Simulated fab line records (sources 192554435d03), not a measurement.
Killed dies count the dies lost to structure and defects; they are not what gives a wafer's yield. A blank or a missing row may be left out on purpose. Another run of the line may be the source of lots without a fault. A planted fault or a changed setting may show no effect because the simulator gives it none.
Struck lot and sound lot, side by side :: flow n5Finfet :: 36 out of 1938 route steps
Sound: these wafers, L909.2, L909.4, L909.5. Struck: wafers L914.1, L914.3, L914.5. The cause comes at the end.
Each step with rows lists, per side, the tool, then ch with its chambers, then its first start. Under that, the readings that differ: sound wafers :: struck wafers :: difference of the means :: sigmas: that difference in standard deviations of wafers without a fault.
alike: readings with means less than 2 such deviations apart, plus words and numbers identical on both sides. not compared: withheld readings, readings lacking a value on some wafer, bounds such as >300 that could conceal the same value, and numbers that have no deviation in the record and whose values overlap.
A row with sigmas, a row that says differs or no value, or rows on one side alone: a step with any of these is where the two part. Numbers that have no deviation but don't overlap get no sigmas and don't part them. A reading that every wafer of one side lacks parts them only if that side has two wafers or more.

first, 9 steps without rows for these wafers: N5_WELL_APT_HMDS_01 (time 60 s); N5_WELL_APT_COAT_02 (resist thk 950 nm); N5_WELL_APT_EBR_04; N5_WELL_APT_SOFTBAKE_03 (time 60 s); N5_WELL_APT_EXPOSE_05 (exposes mask NWELL, defocus 0 nm, target cd 200 nm); N5_WELL_APT_PEB_06 (peb time 90 s); N5_WELL_APT_DEVELOP_07 (develop time 45 s); N5_WELL_APT_HARDBAKE_12 (time 120 s); N5_WELL_APT_DESCUM_13 (chemistry O2, time 7.9 s).
N5_WELL_APT_IMPLANT_14:
  sound on implanter-02 ch 0, day 2 13:48; struck on implanter-02 ch 0, day 3 19:46
reading: doseIonsCm2
sound: 1.4976e+13 1.5013e+13 1.5006e+13
struck: 8.496e+12 8.503e+12 8.485e+12
difference: -6.504e+12
sigmas: -99 or more

reading: faradayCurrentUA
sound: 192 183 197
struck: 104 108 107
difference: -84
sigmas: -21
  alike: endStationPressureTorr
then, 25 steps without rows for these wafers: N5_WELL_APT_IMPLANT_15; N5_WELL_APT_STRIP_16 (strips in SPM, time 900 s); N5_WELL_APT_HMDS_18 (time 60 s); N5_WELL_APT_COAT_19 (resist thk 950 nm); N5_WELL_APT_EBR_21; N5_WELL_APT_SOFTBAKE_20 (time 60 s); N5_WELL_APT_EXPOSE_22 (exposes mask PWELL, defocus 0 nm, target cd 200 nm); N5_WELL_APT_PEB_23 (peb time 90 s); N5_WELL_APT_DEVELOP_24 (develop time 45 s); N5_WELL_APT_HARDBAKE_29 (time 120 s); N5_WELL_APT_DESCUM_30 (chemistry O2, time 7.9 s); N5_WELL_APT_IMPLANT_31; N5_WELL_APT_IMPLANT_32; N5_WELL_APT_STRIP_33 (strips in SPM, time 900 s); N5_WELL_APT_RTA_34 (time 10 s); N5_WELL_APT_OXIDE_STRIP_42 (strips SiO2 in dHF, time 45 s, target depth 12 nm); N5_WELL_APT_PRECLEAN_36 (cleans in O3/DIW, time 45 s); N5_WELL_APT_PRECLEAN_39 (cleans in dHF, time 60 s); N5_WELL_APT_SRD_37 (time 30 s); N5_WELL_APT_EPI_41 (deposits Si from SiH4/H2, target thk 50 nm, time 297.7 s); N5_PMOS_HMC_CHANNEL_EPI_HM_DEP_34 (deposits SiO2 from TEOS/O2, target thk 36 nm, time 6.9 s); N5_PMOS_HMC_CHANNEL_EPI_COAT_31 (time 60 s, resist thk 66 nm); N5_PMOS_HMC_CHANNEL_EPI_COAT_03 (resist thk 205 nm); N5_PMOS_HMC_CHANNEL_EPI_EBR_05; N5_PMOS_HMC_CHANNEL_EPI_SOFTBAKE_04 (time 60 s).
-- a jump in the record: the struck wafers' starts before and after are 7 days apart (it breaks off in module PMOS_HMC_CHANNEL_EPI and resumes in module BEOL_M4, where the first step shown is number 1111 of the route) --
N5_BEOL_M4_RC_MEAS_101:
  sound on prober-01 ch 0, day 9 09:52; struck on prober-01 ch 0, day 10 15:16
reading: RS_NWELL (ohm/sq)
sound: 1042 1033 1037
struck: 1421 1423 1432
difference: +388
sigmas: +63
  alike: DIBL_N, DIBL_P, IOFF_N, IOFF_P, ION_N, ION_P, SS_N, SS_P, VT_N, VT_P

WHERE THEY PART
Earliest at N5_WELL_APT_IMPLANT_14; latest, in this record, at N5_BEOL_M4_RC_MEAS_101.

WHY: what the simulator had put in
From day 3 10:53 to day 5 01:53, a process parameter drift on implanter-02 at N5_WELL_APT_IMPLANT_14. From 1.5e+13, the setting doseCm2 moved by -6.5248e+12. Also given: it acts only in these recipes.
